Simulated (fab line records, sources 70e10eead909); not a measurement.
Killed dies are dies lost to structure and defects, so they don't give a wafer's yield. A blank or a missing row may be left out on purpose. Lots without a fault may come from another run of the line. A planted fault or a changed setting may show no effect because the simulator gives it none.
A struck lot beside a sound one | flow nand_harc | 14 steps out of a route of 1159
Sound: wafers L477.1, L477.2, L477.5. Struck: wafers L480.1, L480.3, L480.6. The cause comes at the end.
At each step with rows: each side's tool, then ch and its chambers, then its first start. Under that, the readings that differ: sound wafers | struck wafers | difference of the means | sigmas: that difference in standard deviations of wafers without a fault.
alike: readings whose means differ by less than 2 such deviations, and words and numbers that are the same on both sides. not compared: withheld readings, readings that some wafer has no value for, bounds like >300 that may hide the same value, and numbers for which the record gives no deviation and whose values overlap.
The two part at a step that has a row with sigmas, a row that says differs or no value, or rows on one side only. Numbers that don't overlap but have no deviation are shown without sigmas and don't part them. A reading that every wafer of one side lacks parts them only if that side has two wafers or more.

NHARC_A_STAIRCASE_ALD_415: deposits SiO2, target thk 30 nm, pulse time 6 s, ald cycles 300.
  sound on ald_hk-04 ch 2,3, day 13 22:11; struck on ald_hk-03 ch 1,3, day 15 02:57
  reading            | sound       | struck      | difference | sigmas
  heater_power_w (W) | 475 511 506 | 380 431 437 | -81        | -2
  alike: precursor_pulse_height_rel
NHARC_A_STAIRCASE_ETCHBACK_416: etches the open film in C4F8/O2/Ar, target depth 36 nm, time 7.2 s.
  sound on rie_diel-06 ch 0,1,3; struck on rie_diel-11 ch 1,2,3
  alike: oes_product_au, rf_vpp_V
  not compared: rf_hours_counter_h
NHARC_A_STAIRCASE_STRIP_476: strips in O2, time 20 s.
  sound on rie_diel-06 ch 1,2, day 14 00:12; struck on rie_diel-11 ch 1,2,3, day 15 05:11
  alike: drypump_motor_current_A, oes_product_au, rf_vpp_V, showerhead_plenum_p_Torr, throttle_valve_pct
  not compared: rf_hours_counter_h
NHARC_A_STAIRCASE_DEP_417: deposits Si3N4, target thk 60 nm.
  sound on pecvd-01 ch 0,1, day 14 00:18; struck on pecvd-01 ch 1,2, day 15 05:42
  alike: heater_power_w
then, 5 steps without rows for these wafers: NHARC_A_STAIRCASE_WET_418 (chemistry H3PO4, target depth 20 nm); NHARC_A_STAIRCASE_PRECLEAN_419 (cleans in SC1); NHARC_A_STAIRCASE_SRD_421; NHARC_A_STAIRCASE_ALD_420 (deposits SiO2, target thk 20 nm, pulse time 6 s, ald cycles 200); NHARC_A_STAIRCASE_CVD_552 (deposits SiNx, target thk 40 nm).
NHARC_A_STAIRCASE_DEP_151: deposits SiO2, target thk 3800 nm.
  sound on pecvd-03 ch 0,1,2, day 14 12:28; struck on pecvd-03 ch 1,2, day 15 17:34
  alike: heater_power_w, mfc_precursor_sccm
then, 1 step without rows for these wafers: NHARC_A_STAIRCASE_ANNEAL_320 (time 1800 s).
NHARC_A_STAIRCASE_DEP_322: deposits SiO2, target thk 3800 nm.
  sound on pecvd-02 ch 0,1,2, day 14 19:35; struck on pecvd-02 ch 0,1,2, day 16 00:41
  reading                   | sound             | struck            | difference | sigmas
  mfc_precursor_sccm (sccm) | 200.2 199.6 199.5 | 179.7 178.8 179.7 | -20.4      | -32
  alike: heater_power_w
then, 2 steps without rows for these wafers: NHARC_A_STAIRCASE_ANNEAL_323 (time 1800 s); NHARC_END_SORT_01.

WHERE THEY PART
First at NHARC_A_STAIRCASE_ALD_415; last, within this record, at NHARC_A_STAIRCASE_DEP_322.

WHY: what the simulator had put in
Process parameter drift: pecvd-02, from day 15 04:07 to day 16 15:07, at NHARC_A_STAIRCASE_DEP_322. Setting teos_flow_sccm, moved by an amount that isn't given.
